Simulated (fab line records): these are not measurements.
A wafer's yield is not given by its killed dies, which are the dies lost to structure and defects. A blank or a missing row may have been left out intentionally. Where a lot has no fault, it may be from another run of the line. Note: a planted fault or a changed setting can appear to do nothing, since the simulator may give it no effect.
What tool caused it?    flow n5-finfet    27 wafers from 10 lots sampled at 5 of the route's 1938 steps

== WHAT THE GAUGES SHOWED, per wafer ==
N5_PASSIVATION_CD_MEAS_30 targets a cd of 4000 nm. Usual: cd-nm at 4000.6 nm, with a standard deviation of 1.7.
lot   measured      on         cd-nm (nm)            flag
L936  day 14 08:19  cd-sem-03  3998.5 3998.9 3998.6  
L938  day 14 12:49  cd-sem-02  3998.5 3999.2 4000.9  
L940  day 15 11:45  cd-sem-01  4001.5 3999.1 3998.4  
L942  day 15 16:09  cd-sem-02  4003.7 4005.0 4003.2  
L945  day 16 09:46  cd-sem-01  3999.7 4003.0 4003.0  
L946  day 17 01:58  cd-sem-03  3943.6 3943.9         OFF
L949  day 17 06:43  cd-sem-01  3945.5 3942.3         OFF
L948  day 17 12:11  cd-sem-02  3944.0 3943.1         OFF
L952  day 19 00:49  cd-sem-01  4002.0 3999.6 3999.7  
L953  day 19 00:06  cd-sem-03  4003.1 4004.0 4000.7  

== WHICH TOOL RAN EACH LOT (tool, then ch and the chambers of the sampled wafers, then the start) ==
lot   N5_MIM_BOT_LITHO_DESCUM_10          N5_PASSIVATION_VIA_ETCH_13          N5_PASSIVATION_SPUTTER_20     N5_PASSIVATION_EXPOSE_27
L936  rie-diel-05 ch 0,1,2, day 14 05:02  rie-diel-04 ch 1,3, day 14 06:57    pvd-sputter-02, day 14 07:38  krf-scanner-01 ch 0, day 14 08:09
L938  rie-diel-06 ch 0,2,3, day 14 10:02  rie-diel-04 ch 0,1,3, day 14 11:38  pvd-sputter-02, day 14 12:14  krf-scanner-02 ch 0, day 14 12:39
L940  rie-diel-05 ch 1,2, day 15 06:22    rie-diel-03 ch 1,2, day 15 08:02    pvd-sputter-01, day 15 11:02  krf-scanner-01 ch 0, day 15 11:35
L942  rie-diel-05 ch 0,1,3, day 15 12:51  rie-diel-03 ch 1,2, day 15 14:56    pvd-sputter-03, day 15 15:27  krf-scanner-02 ch 0, day 15 15:58
L945  rie-diel-06 ch 0,1, day 16 05:29    rie-diel-04 ch 2,3, day 16 07:40    pvd-sputter-01, day 16 09:04  krf-scanner-01 ch 0, day 16 09:37
L946  rie-diel-01 ch 0,1, day 16 20:23    rie-diel-03 ch 2,3, day 17 00:45    pvd-sputter-03, day 17 01:23  krf-scanner-01 ch 0, day 17 01:47
L949  rie-diel-05 ch 0,1, day 17 03:23    rie-diel-03 ch 3, day 17 05:00      pvd-sputter-01, day 17 06:01  krf-scanner-01 ch 0, day 17 06:33
L948  rie-diel-06 ch 0,2, day 17 08:10    rie-diel-04 ch 0,3, day 17 11:00    pvd-sputter-01, day 17 11:30  krf-scanner-01 ch 0, day 17 12:01
L952  rie-diel-01 ch 0,1, day 18 18:57    rie-diel-03 ch 1,2, day 18 23:04    pvd-sputter-02, day 19 00:12  krf-scanner-02 ch 0, day 19 00:38
L953  rie-diel-06 ch 1,2,3, day 18 19:11  rie-diel-04 ch 1,2,3, day 18 22:42  pvd-sputter-01, day 18 23:31  krf-scanner-02 ch 0, day 18 23:55
- N5_MIM_BOT_LITHO_DESCUM_10: chemistry O2, time 7.9 s.
- N5_PASSIVATION_VIA_ETCH_13: etches SiO2 in CHF3/O2, target depth 660 nm, time 330 s.
- N5_PASSIVATION_SPUTTER_20: material TaN, target thk 50 nm.
- N5_PASSIVATION_EXPOSE_27: exposes mask PAD, defocus 0 nm.

== WHAT THE TOOLS THEMSELVES READ (means of the sampled wafers that have a number; where no wafer has one, the mark that the record gives instead) ==
N5_MIM_BOT_LITHO_DESCUM_10. Usual: drypump-motor-current-A 5.6 A, standard deviation 0.54; oes-product-au 0.81 a.u., standard deviation 0.082; rf-vpp-V 243.1 V, standard deviation 1.3; showerhead-plenum-p-Torr 2.08 Torr, standard deviation 0.068; throttle-valve-pct 20.35 %, standard deviation 0.26.
lot   tool         drypump-motor-current-A (A)  oes-product-au (a.u.)  rf-vpp-V (V)  showerhead-plenum-p-Torr (Torr)  throttle-valve-pct (%)  flag
L936  rie-diel-05  5.8                          0.87                   242.6         2.07                             20.14                   
L938  rie-diel-06  5.9                          0.85                   243.9         2.17                             20.33                   
L940  rie-diel-05  5.7                          0.89                   242.5         2.07                             20.16                   
L942  rie-diel-05  6.0                          0.90                   241.6         2.06                             20.26                   
L945  rie-diel-06  5.1                          0.71                   243.2         2.02                             20.79                   
L946  rie-diel-01  5.0                          0.72                   241.4         2.03                             20.55                   
L949  rie-diel-05  5.9                          0.83                   241.7         2.04                             20.21                   
L948  rie-diel-06  6.1                          0.80                   244.1         2.14                             20.33                   
L952  rie-diel-01  5.0                          0.69                   242.8         2.03                             20.51                   
L953  rie-diel-06  5.7                          0.79                   244.5         2.13                             20.53                   

N5_PASSIVATION_VIA_ETCH_13. Usual: value, then standard deviation, for each; drypump-motor-current-A 5.7 A / 0.39; etch-rf-on-time-s 236 s / 5.4; oes_f_703_au 0.79 a.u. / 0.092; oes-product-au 0.72 a.u. / 0.087; rf-vpp-V 523 V / 9.4; showerhead-plenum-p-Torr 2.43 Torr / 0.086; throttle-valve-pct 18.90 % / 0.16.
lot   tool         drypump-motor-current-A (A)  etch-rf-on-time-s (s)  oes_f_703_au (a.u.)  oes-product-au (a.u.)  rf-vpp-V (V)  showerhead-plenum-p-Torr (Torr)  throttle-valve-pct (%)  flag
L936  rie-diel-04  5.6                          238                    0.86                 0.79                   526           2.49                             18.77                   
L938  rie-diel-04  5.7                          241                    0.90                 0.81                   523           2.53                             18.81                   
L940  rie-diel-03  5.9                          234                    0.73                 0.66                   528           2.33                             18.94                   
L942  rie-diel-03  5.9                          233                    0.72                 0.66                   527           2.33                             18.95                   
L945  rie-diel-04  6.1                          237                    0.76                 0.68                   514           2.48                             18.99                   
L946  rie-diel-03  5.8                          240                    0.70                 0.62                   520           2.38                             19.00                   
L949  rie-diel-03  5.5                          244                    0.68                 0.59                   514           2.47                             18.99                   
L948  rie-diel-04  5.9                          241                    0.86                 0.77                   520           2.55                             18.91                   
L952  rie-diel-03  5.9                          235                    0.70                 0.64                   528           2.32                             18.99                   
L953  rie-diel-04  5.8                          238                    0.77                 0.70                   519           2.45                             18.93                   

N5_PASSIVATION_SPUTTER_20. Usual: throttle-valve-pct at 30.2 %, with a standard deviation of 1.1.
lot   tool            throttle-valve-pct (%)  flag
L936  pvd-sputter-02  29.0                    
L938  pvd-sputter-02  28.5                    
L940  pvd-sputter-01  30.0                    
L942  pvd-sputter-03  30.0                    
L945  pvd-sputter-01  30.9                    
L946  pvd-sputter-03  30.1                    
L949  pvd-sputter-01  30.9                    
L948  pvd-sputter-01  30.4                    
L952  pvd-sputter-02  29.0                    
L953  pvd-sputter-01  30.6                    

N5_PASSIVATION_EXPOSE_27. Usual: exposure-dose-mJ-cm2 32.30, standard deviation 0.032; stage-vel-mm-s 500.01 mm/s, standard deviation 0.22.
lot   tool            exposure-dose-mJ-cm2  stage-vel-mm-s (mm/s)  flag
L936  krf-scanner-01  32.28                 500.22                 
L938  krf-scanner-02  32.31                 500.02                 
L940  krf-scanner-01  32.28                 500.22                 
L942  krf-scanner-02  32.29                 500.00                 
L945  krf-scanner-01  32.25                 499.76                 
L946  krf-scanner-01  23.66                 500.30                 OFF
L949  krf-scanner-01  23.69                 499.95                 OFF
L948  krf-scanner-01  23.71                 499.98                 OFF
L952  krf-scanner-02  32.33                 499.90                 
L953  krf-scanner-02  32.33                 499.65                 

== THE ANSWER, worked out from the rows above alone ==
Rule: a lot counts as off when the mean over its wafers that have a number is more than 3 standard deviations away from the usual mean. A lot without any number at a reading at which 4 lots or more have one is off too. Where the step has rows for the other lots, those lots are counted as sound. First the gauges in route order, then the tools' own readings, where a lot's mean is used as printed above. The first step at which some lot is off is used, and at that step the reading that is off furthest; a lot without a number counts as furthest.
Off, at N5_PASSIVATION_CD_MEAS_30 on cd-nm: L946, L949, L948.
A tool fits if, at a process step before that reading, it ran every lot that is off, and no sound lot after the first of them. Not tried: the gauges at N5_PASSIVATION_CD_MEAS_30; whatever is off there is also off at N5_PASSIVATION_EXPOSE_27, on other tools, and gauge error can't account for it. One fits: N5_PASSIVATION_EXPOSE_27 on krf-scanner-01. Its last sound lot is L945 (day 16 09:37), its first lot that is off L946 (day 17 01:47): a fault that began between those two fits.
The tool's own readings at N5_PASSIVATION_EXPOSE_27 bear it out: on the lots that are off they differ by more than 5 times the standard deviation of the sound lots' means. exposure-dose-mJ-cm2 reads 23.69 there against 32.30 on the sound lots.

== WHAT THE SIMULATOR HAD PUT IN ==
Drift in process parameters on krf-scanner-01 at N5_PASSIVATION_EXPOSE_27, starting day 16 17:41. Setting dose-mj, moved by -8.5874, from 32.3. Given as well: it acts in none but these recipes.
Struck lots among those shown: L946, L949, L948. The rule given above showed the same thing.
